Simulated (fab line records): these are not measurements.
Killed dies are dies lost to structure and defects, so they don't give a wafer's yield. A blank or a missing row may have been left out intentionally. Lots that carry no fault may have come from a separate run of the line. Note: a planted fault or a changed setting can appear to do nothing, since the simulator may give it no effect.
fab line records	flow nandHarc	part 1 of 2: steps 1 to 34 of 48
record lots=5	wafers=15	lastDay=31
route steps=1302 shown A_CHANNEL_FILL_D1@515 A_DECK1_JOINT@518 A_ONON_D2@545
lots untouched by any fault: they come from a run of this same line in which no faults occurred
startH: start of the lot's first displayed wafer, in hours after the record's first day	waitH: how many hours have passed since the lot's step before this one	" same as the row above	L1.1+2: a row that stands for several wafers	- no value present, or no start provided	* or withheld: withheld	< > ~ a bound
route shown NAME@n: names a module that has steps shown in the file, with the first one's number in the route	usual: mean/standard deviation taken from wafers without a fault	same: alike in all rows	chamber/n: place in a boat	sites: readings site by site	_std_site: the standard deviation of these	_edge_site: the outer-site mean with the inner-site mean subtracted	radiusMm: how far each site lies from the wafer's centre	mask NAME#n: copy n	behind: the tool/chamber that last shaped the wafer	hold: why the lot went on hold/how many hours it stayed there/how the hold came to an end	device: whichever transistor did not switch (one of n, p or np)	end of line: at the end of the route, the tests of the same wafers	a step with no rows: only its recipe	killed: the dies lost at the first sort to structure and to defects; this is not the yield of the wafer	map: shows each die of a wafer: x if killed, . if not, _ if none is there
set.NAME: the run value of the setting; set.NAME@STEP: its run value at that earlier step	model.NAME: the simulator's own value behind a step, which no gauge read
lots at some steps of the route; a table a step, a row a wafer
services: from which hour (startH, from the record's first day; less than 0 if before it) a tool's chamber was out of use, for how many hours, and why
## steps
# step NHARC_A_CHANNEL_FILL_D1_SRD_12
lot.wafer	tool	chamber	startH	waitH
L083.6+4+1	wetBench-05	7,0,1	316.27	0.0
L085.6+4+1	wetBench-05	5,0,1	350.73	0.1
L086.3+5+4	wetBench-04	7,0,4	359.21	0.0
L092.3+4+6	wetBench-05	3,5,6	419.07	0.0
L093.5+2+6	wetBench-05	4,5,1	426.51	0.0
# step NHARC_A_CHANNEL_FILL_D1_INSPECT_13
# usual rawDefectCount=291/100
lot.wafer	tool	chamber	startH	waitH	rawDefectCount
L083.1	defectInspect-01	-	316.37	0.0	159
L083.4	"	-	"	"	363
L083.6	"	-	"	"	247
L085.1	defectInspect-02	-	350.84	0.0	568
L085.4	"	-	"	"	260
L085.6	"	-	"	"	236
L086.3	defectInspect-02	-	359.32	0.0	137
L086.4	"	-	"	"	269
L086.5	"	-	"	"	104
L092.3	defectInspect-01	-	419.18	0.0	302
L092.4	"	-	"	"	198
L092.6	"	-	"	"	271
L093.2	defectInspect-01	-	426.63	0.0	292
L093.5	"	-	"	"	287
L093.6	"	-	"	"	280
# step NHARC_A_DECK1_JOINT_ETCHBACK_07
# recipe targetDepthA=1050	timeS=26.9	hbrFlowSccm=150	rfW=350	icpW=350	biasW=60	chemistry=HBr
# usual drypumpMotorCurrentA=5.8/0.35	oesProductAu=0.999/0.0089	throttleValvePct=23.266/0.0089
lot.wafer	tool	chamber	startH	waitH	drypumpMotorCurrentA	oesProductAu	rfHoursCounterH	throttleValvePct
L083.1	rieSi-04	3	316.43	0.1	6.0	0.989	1.0	23.271
L083.4	"	1	"	"	5.8	1.005	1.0	23.280
L083.6	"	3	"	"	6.0	0.993	-	23.265
L085.4	rieSi-01	0	350.92	0.1	5.6	0.994	0.9	23.275
L085.1	"	1	"	"	5.1	0.990	0.9	23.269
L085.6	"	3	"	"	5.4	1.009	-	23.256
L086.3	rieSi-06	0	359.40	0.1	5.7	0.990	0.7	23.266
L086.4	"	1	"	"	6.7	0.982	0.7	23.270
L086.5	"	0	"	"	5.7	0.991	-	23.248
L092.3	rieSi-04	1	419.26	0.1	5.8	0.996	0.4	23.266
L092.6	"	3	"	"	6.0	0.991	-	23.271
L092.4	"	1	"	"	5.8	1.006	-	23.276
L093.2	rieSi-04	1	426.71	0.1	5.8	1.002	0.5	23.278
L093.5	"	1	"	"	5.9	0.996	-	23.262
L093.6	"	2	"	"	5.9	1.000	-	23.259
# step NHARC_A_DECK1_JOINT_ETCH_25
# recipe targetDepthA=5	chemistry=dHF	material=SiO2
lot.wafer	tool	chamber	startH	waitH
L083.4+1+6	wetBench-01	3,6,7	316.58	0.1
L085.4+6+1	wetBench-07	6,7,3	351.05	0.1
L086.3+5+4	wetBench-03	0,3,4	359.53	0.1
L092.6+4+3	wetBench-03	1,2,4	419.42	0.1
L093.6+2+5	wetBench-03	5,7,0	426.87	0.1
# step NHARC_A_DECK1_JOINT_ETCH_19
# recipe tempC=25	targetDepthA=30	chemistry=TMAH	material=poly-Si
lot.wafer	tool	chamber	startH	waitH
L083.4+1+6	wetBench-01	3,6,7	316.61	0.0
L085.4+6+1	wetBench-07	6,7,3	351.11	0.1
L086.3+5+4	wetBench-03	0,3,4	359.57	0.0
L092.6+4+3	wetBench-03	1,2,4	419.45	0.0
L093.6+2+5	wetBench-03	5,7,0	426.91	0.0
# step NHARC_A_DECK1_JOINT_ETCH_18
# recipe targetDepthA=30	chemistry=dHF	material=SiO2
lot.wafer	tool	chamber	startH	waitH
L083.4+1+6	wetBench-01	3,6,7	-	-
L085.4+6+1	wetBench-07	6,7,3	-	-
L086.3+5+4	wetBench-03	0,3,4	-	-
L092.6+4+3	wetBench-03	1,2,4	-	-
L093.6+2+5	wetBench-03	5,7,0	-	-
# step NHARC_A_DECK1_JOINT_WET_08
# recipe tempC=160	timeS=86	chemistry=H3PO4
lot.wafer	tool	chamber	startH	waitH
L083.1+4+6	wetH3po4-02	0	318.73	-
L085.1+4+6	wetH3po4-01	0	352.97	-
L086.3+4+5	wetH3po4-01	0	361.37	-
L092.3+4+6	wetH3po4-01	0	423.21	-
L093.2+5+6	wetH3po4-02	1	428.71	-
# step NHARC_A_DECK1_JOINT_ETCH_09
# recipe targetDepthA=50	chemistry=dHF	material=SiO2
lot.wafer	tool	chamber	startH	waitH
L083.4+6+1	wetBench-03	5,7,1	319.28	0.0
L085.4+6+1	wetBench-03	1,2,4	353.53	0.0
L086.4+3+5	wetBench-03	6,2,3	361.91	0.0
L092.4+6+3	wetBench-07	5,7,0	423.77	0.0
L093.5+2+6	wetBench-07	4,5,6	429.27	0.0
# step NHARC_A_DECK1_JOINT_WET_10
# recipe tempC=160	timeS=86	chemistry=H3PO4
lot.wafer	tool	chamber	startH	waitH
L083.1+4+6	wetH3po4-01	1	320.97	1.7
L085.1+4+6	wetH3po4-02	1	355.22	1.7
L086.3+4+5	wetH3po4-02	0	363.60	1.7
L092.3+4+6	wetH3po4-01	1	425.45	1.7
L093.2+5+6	wetH3po4-02	1	430.95	1.7
# step NHARC_A_DECK1_JOINT_ETCH_11
# recipe targetDepthA=350	chemistry=dHF	material=SiO2
lot.wafer	tool	chamber	startH	waitH
L083.4+6+1	wetBench-01	4,7,1	321.53	0.0
L085.6+1+4	wetBench-03	0,1,4	355.78	0.0
L086.4+3+5	wetBench-03	1,5,6	364.16	0.0
L092.3+4+6	wetBench-07	0,3,4	426.00	0.0
L093.2+6+5	wetBench-01	7,1,2	431.52	0.0
# step NHARC_A_DECK1_JOINT_CVD_12
# recipe targetThkA=900	tempC=620	pressureMtorr=200	timeS=1800	material=poly-Si
lot.wafer	tool	chamber	startH	waitH
L083.1+4+6	lpcvdPoly-01	0	324.20	2.5
L085.1+4+6	lpcvdPoly-03	0	358.54	2.7
L086.3+4+5	lpcvdPoly-03	0	367.61	3.3
L092.3+4+6	lpcvdPoly-04	0	428.66	2.6
L093.2+5+6	lpcvdPoly-04	0	434.16	2.6
# step NHARC_A_DECK1_JOINT_CMP_13
# recipe targetThkNm=51.023
# usual motorCurrentA=11.8/1.2	slurryFilterDpKPa=13.52/0.13	timeToEndpointS=8.5/2.6
lot.wafer	tool	chamber	startH	waitH	motorCurrentA	slurryFilterDpKPa	timeToEndpointS
L083.1	cmp-01	2	327.10	0.4	12.0	13.39	8.5
L083.4	"	0	"	"	14.5	13.70	13.8
L083.6	"	3	"	"	12.2	13.59	9.3
L085.4	cmp-01	1	361.39	0.4	10.9	13.35	12.8
L085.1	"	3	"	"	12.5	13.62	11.3
L085.6	"	1	"	"	10.8	13.39	11.9
L086.4	cmp-01	2	370.46	0.4	12.0	13.57	10.1
L086.3	"	3	"	"	12.3	13.39	9.6
L086.5	"	2	"	"	11.9	13.55	6.7
L092.3	cmp-04	3	431.50	0.4	11.5	13.48	8.8
L092.4	"	0	"	"	10.0	13.59	9.5
L092.6	"	2	"	"	14.0	13.47	11.9
L093.2	cmp-04	0	437.01	0.4	9.8	13.47	6.3
L093.6	"	0	"	"	10.6	13.58	8.2
L093.5	"	1	"	"	10.4	13.50	11.2
# step NHARC_A_DECK1_JOINT_THK_MEAS_14
# recipe thkMeasGauge=ellipsometry
# usual thkNm=50.9/1.7
lot.wafer	tool	chamber	startH	waitH	thkNm
L083.1	filmMetro-01	-	327.36	0.2	53.4
L083.4	"	-	"	"	54.2
L083.6	"	-	"	"	53.4
L085.1	filmMetro-02	-	361.62	0.2	54.0
L085.4	"	-	"	"	50.5
L085.6	"	-	"	"	50.0
L086.3	filmMetro-02	-	370.69	0.2	49.2
L086.4	"	-	"	"	51.9
L086.5	"	-	"	"	51.0
L092.3	filmMetro-02	-	431.73	0.2	48.4
L092.4	"	-	"	"	49.6
L092.6	"	-	"	"	51.4
L093.2	filmMetro-02	-	437.27	0.2	51.7
L093.5	"	-	"	"	53.4
L093.6	"	-	"	"	51.9
# step NHARC_A_DECK1_JOINT_SRD_04
lot.wafer	tool	chamber	startH	waitH
L083.6+4+1	wetBench-03	7,0,1	327.41	0.0
L085.1+6+4	wetBench-03	0,1,3	361.67	0.0
L086.4+5+3	wetBench-07	5,6,0	370.73	0.0
L092.6+4+3	wetBench-07	3,5,0	431.77	0.0
L093.2+6+5	wetBench-01	4,5,6	437.31	0.0
# step NHARC_A_DECK1_JOINT_ETCHBACK_00
# recipe targetDepthA=300	timeS=17.4	hbrFlowSccm=150	rfW=350	icpW=350	biasW=60	chemistry=HBr
# usual drypumpMotorCurrentA=5.8/0.36	oesProductAu=0.998/0.011	throttleValvePct=23.266/0.0089
lot.wafer	tool	chamber	startH	waitH	drypumpMotorCurrentA	oesProductAu	rfHoursCounterH	throttleValvePct
L083.1	rieSi-06	0	327.52	0.1	5.7	0.990	0.5	23.277
L083.6	"	1	"	"	6.7	1.003	-	23.269
L083.4	"	0	"	"	5.7	0.990	-	23.259
L085.4	rieSi-04	2	361.75	0.1	5.9	0.981	0.1	23.263
L085.1	"	0	"	"	6.0	0.992	0.1	23.276
L085.6	"	2	"	"	5.9	0.980	-	23.252
L086.4	rieSi-04	2	370.81	0.1	5.9	0.992	0.2	23.280
L086.3	"	3	"	"	6.0	0.998	0.1	23.284
L086.5	"	3	"	"	6.0	0.994	-	23.271
L092.4	rieSi-01	1	431.89	0.1	5.1	1.003	0.3	23.268
L092.3	"	2	"	"	5.7	0.989	0.3	23.268
L092.6	"	3	"	"	5.4	1.006	-	23.270
L093.2	rieSi-01	1	437.43	0.1	5.1	1.012	0.4	23.271
L093.6	"	2	"	"	5.7	0.996	-	23.263
L093.5	"	3	"	"	5.4	1.000	-	23.263
# step NHARC_A_DECK1_JOINT_PRECLEAN_30
# recipe timeS=*	tempC=50	bathAgeMin=0	chemistry=SC1
# usual diwFlowMLMin=1415/4.5
lot.wafer	tool	chamber	startH	waitH	diwFlowMLMin
L083.6	wetBench-07	1	327.66	0.1	1412
L083.4	"	3	"	"	1428
L083.1	"	4	"	"	1417
L085.4	wetBench-07	0	361.89	0.1	1417
L085.1	"	2	"	"	1416
L085.6	"	4	"	"	1409
L086.3	wetBench-07	7	370.96	0.1	1414
L086.4	"	3	"	"	1416
L086.5	"	4	"	"	1413
L092.3	wetBench-03	7	432.01	0.1	1412
L092.6	"	0	"	"	1419
L092.4	"	3	"	"	1415
L093.2	wetBench-03	2	437.54	0.1	1410
L093.5	"	3	"	"	1412
L093.6	"	5	"	"	1411
# step NHARC_A_DECK1_JOINT_SRD_31
lot.wafer	tool	chamber	startH	waitH
L083.6+4+1	wetBench-07	1,3,4	-	-
L085.4+1+6	wetBench-07	0,2,4	361.96	0.1
L086.3+4+5	wetBench-07	7,3,4	-	-
L092.3+6+4	wetBench-03	7,0,3	-	-
L093.2+5+6	wetBench-03	2,3,5	-	-
# step NHARC_A_DECK1_JOINT_CVD_34
# recipe targetThkA=200	tempC=700	pressureMtorr=300	material=SiNx
lot.wafer	tool	chamber	startH	waitH
L083.1+4+6	lpcvd-01	1	330.90	-
L085.1+4+6	lpcvd-02	1	362.44	0.5
L086.3+4+5	lpcvd-02	0	374.20	-
L092.3+4+6	lpcvd-01	0	435.25	-
L093.2+5+6	lpcvd-02	0	440.79	-
# step NHARC_A_DECK1_JOINT_DEP_06
# recipe targetThkA=800	tempC=65	material=SiOx
lot.wafer	tool	chamber	startH	waitH
L083.1+4+6	fcvd-02	1,1,0	335.57	0.4
L085.1+4+6	fcvd-01	0	365.68	0.4
L086.4+3+5	fcvd-02	1,0,0	377.50	0.5
L092.3+4+6	fcvd-02	0,1,0	438.56	0.4
L093.2+5+6	fcvd-01	1,0,1	444.02	0.4
# step NHARC_A_DECK1_JOINT_CURE_26
# recipe tempC=150	timeS=32	pressureAtm=0.395
lot.wafer	tool	chamber	startH	waitH
L083.1+4+6	fcvd-02	1,1,0	335.73	0.1
L085.1+4+6	fcvd-01	0	365.86	0.1
L086.4+3+5	fcvd-02	1,0,0	377.65	0.1
L092.3+4+6	fcvd-02	0,1,0	438.71	0.1
L093.2+5+6	fcvd-01	1,0,1	444.18	0.1
# step NHARC_A_DECK1_JOINT_ANNEAL_27
# recipe tempC=400	timeS=3600	idleTempC=300	rampUpCPerMin=10	densificationPH2oTorr=640
lot.wafer	tool	chamber	startH	waitH
L083.1+4+6	furnace-01	0	339.00	3.3
L085.1+4+6	furnace-03	0	369.56	3.7
L086.3+4+5	furnace-08	0	380.71	3.0
L092.3+4+6	furnace-03	0	441.47	2.8
L093.2+5+6	furnace-03	0	446.89	2.7
# step NHARC_A_DECK1_JOINT_ANNEAL_28
# recipe tempC=500	timeS=1800	idleTempC=400	rampUpCPerMin=10	densificationPH2oTorr=640
lot.wafer	tool	chamber	startH	waitH
L083.1+4+6	furnace-01	0	345.11	4.4
L085.1+4+6	furnace-03	0	374.99	3.7
L086.3+4+5	furnace-08	0	387.02	4.5
L092.3+4+6	furnace-03	0	445.80	2.6
L093.2+5+6	furnace-03	0	451.38	2.7
# step NHARC_A_DECK1_JOINT_ANNEAL_29
# recipe tempC=750	timeS=1800	idleTempC=500	rampUpCPerMin=10	rampDownCPerMin=3
lot.wafer	tool	chamber	startH	waitH
L083.1+4+6	furnace-01	0	350.21	4.4
L085.1+4+6	furnace-03	0	378.24	2.6
L086.3+4+5	furnace-08	0	394.55	6.9
L092.3+4+6	furnace-03	0	449.04	2.6
L093.2+5+6	furnace-03	0	457.17	5.1
# step NHARC_A_DECK1_JOINT_CMP_02
# recipe material=SiOx
# usual motorCurrentA=11.7/1.1	slurryFilterDpKPa=13.51/0.13
lot.wafer	tool	chamber	startH	waitH	motorCurrentA	slurryFilterDpKPa
L083.4	cmp-03	1	352.96	0.4	12.5	13.63
L083.1	"	3	"	"	11.0	13.31
L083.6	"	0	"	"	12.5	13.60
L085.1	cmp-01	1	380.92	0.4	11.7	13.35
L085.4	"	3	"	"	12.0	13.68
L085.6	"	0	"	"	15.1	13.38
L086.4	cmp-03	2	397.27	0.4	11.8	13.44
L086.3	"	3	"	"	10.8	13.66
L086.5	"	0	"	"	12.3	13.55
L092.4	cmp-03	1	451.74	0.4	12.4	13.42
L092.3	"	2	"	"	11.9	13.52
L092.6	"	2	"	"	12.7	13.59
L093.2	cmp-04	3	459.95	0.4	11.3	13.30
L093.6	"	0	"	"	10.2	13.49
L093.5	"	1	"	"	10.7	13.69
# step NHARC_A_DECK1_JOINT_SRD_15
lot.wafer	tool	chamber	startH	waitH
L083.1+4+6	wetBench-01	4,5,7	353.24	0.1
L085.6+4+1	wetBench-01	3,7,0	381.19	0.0
L086.3+5+4	wetBench-07	4,5,7	397.52	0.0
L092.4+3+6	wetBench-07	1,2,4	452.04	0.0
L093.5+6+2	wetBench-03	4,5,6	460.19	0.0
# step NHARC_A_DECK1_JOINT_DEP_16
# recipe targetThkA=450	tempC=400	pressureTorr=6.5	rfW=900	teosFlowSccm=161.4	flowSccm=2650	targetThkNm=45	gas=O2	material=SiO2
# usual heaterPowerW=559/64	throttleValvePct=16.0/0.51
lot.wafer	tool	chamber	startH	waitH	heaterPowerW	throttleValvePct
L083.1	pecvd-04	1	353.34	0.1	483	15.7
L083.4	"	0	"	"	568	15.6
L083.6	"	1	"	"	495	15.7
L085.1	pecvd-01	1	381.39	0.1	591	16.5
L085.4	"	2	"	"	545	15.9
L085.6	"	0	"	"	491	15.2
L086.4	pecvd-04	0	397.73	0.2	572	16.0
L086.3	"	1	"	"	464	15.9
L086.5	"	1	"	"	470	15.9
L092.3	pecvd-03	0	452.16	0.1	659	16.4
L092.4	"	2	"	"	483	17.0
L092.6	"	0	"	"	657	16.1
L093.2	pecvd-03	1	460.27	0.1	667	15.5
L093.6	"	1	"	"	661	15.5
L093.5	"	2	"	"	466	17.0
# step NHARC_A_DECK1_JOINT_THK_MEAS_17
# recipe thkMeasGauge=ellipsometry
# usual thkNm=45.1/1.1
lot.wafer	tool	chamber	startH	waitH	thkNm
L083.1	filmMetro-02	-	353.71	0.3	43.1
L083.4	"	-	"	"	46.1
L083.6	"	-	"	"	45.4
L085.1	filmMetro-01	-	381.61	0.2	43.3
L085.4	"	-	"	"	47.2
L085.6	"	-	"	"	46.5
L086.3	filmMetro-01	-	398.01	0.2	44.3
L086.4	"	-	"	"	43.8
L086.5	"	-	"	"	45.8
L092.3	filmMetro-02	-	452.41	0.2	42.5
L092.4	"	-	"	"	45.8
L092.6	"	-	"	"	44.1
L093.2	filmMetro-02	-	460.55	0.3	45.2
L093.5	"	-	"	"	44.7
L093.6	"	-	"	"	45.3
# step NHARC_A_DECK1_JOINT_INSPECT_05
# usual rawDefectCount=298/110
lot.wafer	tool	chamber	startH	waitH	rawDefectCount
L083.1	defectInspect-02	-	353.75	0.0	362
L083.4	"	-	"	"	411
L083.6	"	-	"	"	324
L085.1	defectInspect-02	-	381.65	0.0	337
L085.4	"	-	"	"	332
L085.6	"	-	"	"	298
L086.3	defectInspect-01	-	398.04	0.0	181
L086.4	"	-	"	"	164
L086.5	"	-	"	"	192
L092.3	defectInspect-02	-	452.45	0.0	262
L092.4	"	-	"	"	404
L092.6	"	-	"	"	512
L093.2	defectInspect-01	-	460.58	0.0	395
L093.5	"	-	"	"	357
L093.6	"	-	"	"	352
# step NHARC_A_ONON_D2_DEP_00
# recipe targetThkA=10000	n2FlowSccm=2750	n2oFlowSccm=2000	nh3FlowSccm=500	sih4FlowSccm=210	tempC=400
lot.wafer	tool	chamber	startH	waitH
L083.1+4+6	pecvdOnon-02	0	353.81	0.1
L085.1+4+6	pecvdOnon-03	0	381.71	0.1
L086.3+4+5	pecvdOnon-03	0	398.23	0.2
L092.3+4+6	pecvdOnon-02	0	452.63	0.2
L093.2+5+6	pecvdOnon-02	0	460.71	0.1
# step NHARC_A_ONON_D2_THK_MEAS_02
# recipe thkMeasGauge=ellipsometry
# usual thkNm=1001/9.2
lot.wafer	tool	chamber	startH	waitH	thkNm
L083.1	filmMetro-01	-	354.32	-	1015
L083.4	"	-	"	"	1014
L083.6	"	-	"	"	1012
L085.1	filmMetro-01	-	382.22	-	991
L085.4	"	-	"	"	991
L085.6	"	-	"	"	993
L086.3	filmMetro-02	-	398.62	-	996
L086.4	"	-	"	"	996
L086.5	"	-	"	"	995
L092.3	filmMetro-02	-	453.03	-	1005
L092.4	"	-	"	"	1006
L092.6	"	-	"	"	1004
L093.2	filmMetro-01	-	461.16	-	1001
L093.5	"	-	"	"	1001
L093.6	"	-	"	"	1000
# step NHARC_A_ONON_D2_DEP_03
# recipe targetThkA=10000	n2FlowSccm=2750	n2oFlowSccm=2000	nh3FlowSccm=500	sih4FlowSccm=210	tempC=400
lot.wafer	tool	chamber	startH	waitH
L083.1+4+6	pecvdOnon-02	0	354.37	0.1
L085.1+4+6	pecvdOnon-02	0	382.28	0.1
L086.3+4+5	pecvdOnon-01	0	398.79	0.2
L092.3+4+6	pecvdOnon-03	0	453.20	0.2
L093.2+5+6	pecvdOnon-03	0	461.27	0.1
# step NHARC_A_ONON_D2_THK_MEAS_05
# recipe thkMeasGauge=ellipsometry
# usual thkNm=1001/8.5
lot.wafer	tool	chamber	startH	waitH	thkNm
L083.1	filmMetro-01	-	354.88	-	983
L083.4	"	-	"	"	981
L083.6	"	-	"	"	982
L085.1	filmMetro-01	-	382.79	-	998
L085.4	"	-	"	"	998
L085.6	"	-	"	"	998
L086.3	filmMetro-01	-	399.19	-	1000
L086.4	"	-	"	"	998
L086.5	"	-	"	"	999
L092.3	filmMetro-02	-	453.62	-	1002
L092.4	"	-	"	"	1001
L092.6	"	-	"	"	1002
L093.2	filmMetro-02	-	461.73	-	988
L093.5	"	-	"	"	990
L093.6	"	-	"	"	989
# step NHARC_A_ONON_D2_DEP_06
# recipe targetThkA=10000	n2FlowSccm=2750	n2oFlowSccm=2000	nh3FlowSccm=500	sih4FlowSccm=210	tempC=400
lot.wafer	tool	chamber	startH	waitH
L083.1+4+6	pecvdOnon-01	0	354.94	0.1
L085.1+4+6	pecvdOnon-01	0	382.85	0.1
L086.3+4+5	pecvdOnon-02	0	399.36	0.2
L092.3+4+6	pecvdOnon-02	0	453.79	0.2
L093.2+5+6	pecvdOnon-02	0	461.84	0.1
# step NHARC_A_ONON_D2_THK_MEAS_08
# recipe thkMeasGauge=ellipsometry
# usual thkNm=998/9.3
lot.wafer	tool	chamber	startH	waitH	thkNm
L083.1	filmMetro-02	-	355.45	-	997
L083.4	"	-	"	"	995
L083.6	"	-	"	"	995
L085.1	filmMetro-01	-	383.36	-	1014
L085.4	"	-	"	"	1013
L085.6	"	-	"	"	1012
L086.3	filmMetro-01	-	399.75	-	995
L086.4	"	-	"	"	997
L086.5	"	-	"	"	997
L092.3	filmMetro-01	-	454.18	-	974
L092.4	"	-	"	"	970
L092.6	"	-	"	"	973
L093.2	filmMetro-02	-	462.29	-	1017
L093.5	"	-	"	"	1016
L093.6	"	-	"	"	1016
